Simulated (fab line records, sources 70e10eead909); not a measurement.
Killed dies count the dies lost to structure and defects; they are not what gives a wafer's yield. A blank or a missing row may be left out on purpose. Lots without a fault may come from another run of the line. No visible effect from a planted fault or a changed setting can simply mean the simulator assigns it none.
Which tool is to blame? / flow nandHarc / Sampling: 6 lots, 18 wafers, 4 of 1302 route steps

== WHAT THE GAUGES READ, wafer by wafer ==
NHARC_A_ONON_D1_THK_MEAS_14: measures by ellipsometry.
lot=L443; measured=day 9 11:05; on=filmMetro-01; thkNm (nm)=1004 1005 1005
lot=L445; measured=day 10 01:51; on=filmMetro-01; thkNm (nm)=1004 1004 1005
lot=L446; measured=day 11 00:34; on=filmMetro-01; thkNm (nm)=1007 1005 1006
lot=L449; measured=day 12 01:23; on=filmMetro-02; thkNm (nm)=996 996 996
lot=L458; measured=day 15 20:26; on=filmMetro-01; thkNm (nm)=1847 1847 1848 1846 1847 1848
lot=L461; measured=day 16 23:50; on=filmMetro-01; thkNm (nm)=999 1001 1001

== WHICH TOOL RAN EACH LOT (tool, then ch and the chambers of the sampled wafers, then the start) ==
lot=L443; NHARC_A_ZERO_WELL_ETCH_19=rieDiel-12 ch 1,2,3, day 8 10:22; NHARC_A_ZERO_WELL_RTA_16=rtpAnneal-01 ch 0, day 8 11:24; NHARC_A_ONON_D1_DEP_12=pecvdOnon-01 ch 0, day 9 10:35
lot=L445; NHARC_A_ZERO_WELL_ETCH_19=rieDiel-02 ch 1,3, day 9 02:13; NHARC_A_ZERO_WELL_RTA_16=rtpAnneal-02 ch 0, day 9 03:14; NHARC_A_ONON_D1_DEP_12=pecvdOnon-02 ch 0, day 10 01:20
lot=L446; NHARC_A_ZERO_WELL_ETCH_19=rieDiel-02 ch 0,1,2, day 9 23:54; NHARC_A_ZERO_WELL_RTA_16=rtpAnneal-01 ch 0, day 10 01:01; NHARC_A_ONON_D1_DEP_12=pecvdOnon-02 ch 0, day 11 00:04
lot=L449; NHARC_A_ZERO_WELL_ETCH_19=rieDiel-12 ch 1,2,3, day 11 00:58; NHARC_A_ZERO_WELL_RTA_16=rtpAnneal-01 ch 0, day 11 02:02; NHARC_A_ONON_D1_DEP_12=pecvdOnon-04 ch 0, day 12 00:50
lot=L458; NHARC_A_ZERO_WELL_ETCH_19=rieDiel-12 ch 0,1,3, day 14 20:29; NHARC_A_ZERO_WELL_RTA_16=rtpAnneal-02 ch 0, day 14 21:34; NHARC_A_ONON_D1_DEP_12=pecvdOnon-04 ch 0, day 15 20:02
lot=L461; NHARC_A_ZERO_WELL_ETCH_19=rieDiel-12 ch 1,2, day 15 21:06; NHARC_A_ZERO_WELL_RTA_16=rtpAnneal-02 ch 0, day 15 22:11; NHARC_A_ONON_D1_DEP_12=pecvdOnon-02 ch 0, day 16 23:26
- NHARC_A_ZERO_WELL_ETCH_19: etches the open film in N2/H2, target depth 80 nm, overetch 24 nm, time 87.88 s.
- NHARC_A_ZERO_WELL_RTA_16: time 10 s.
- NHARC_A_ONON_D1_DEP_12: target thk 1000 nm.

== THE ANSWER, worked out from the rows above alone ==
Rule: the lots themselves supply what counts as usual. The widest of any qualifying gaps counts: lots, ordered by their means at a reading, are off when they make up no more than a third of the lots, leave a main group of 4 or more, and stand apart from it by 3 or more times the standard deviation of that group's means. The tables above print the reading to a certain number of digits; a main group whose means all agree to those digits is not used. Also off: a lot with no number at a reading for which 4 or more lots have one. Where the step has rows for the other lots, those lots are counted as sound.
Off at NHARC_A_ONON_D1_THK_MEAS_14 (thkNm): L458. Mean 1002 nm and standard deviation 3.7 in the main group.
A tool fits if, at a process step before that reading, it ran every lot that is off, and no sound lot after the first of them. Those tools and the gauges at NHARC_A_ONON_D1_THK_MEAS_14 are tried in the same way. One fits: pecvdOnon-04 at NHARC_A_ONON_D1_DEP_12. Its last sound lot is L449 (day 12 00:50), its first lot that is off L458 (day 15 20:02): a fault that began between those two fits.

== WHAT THE SIMULATOR PUT IN ==
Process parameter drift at NHARC_A_ONON_D1_DEP_12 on pecvdOnon-04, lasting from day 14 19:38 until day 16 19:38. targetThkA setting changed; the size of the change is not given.
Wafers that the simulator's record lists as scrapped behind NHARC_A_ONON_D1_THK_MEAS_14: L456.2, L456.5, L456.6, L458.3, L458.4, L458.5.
Struck lots among those shown: L458. The rule above found the same.
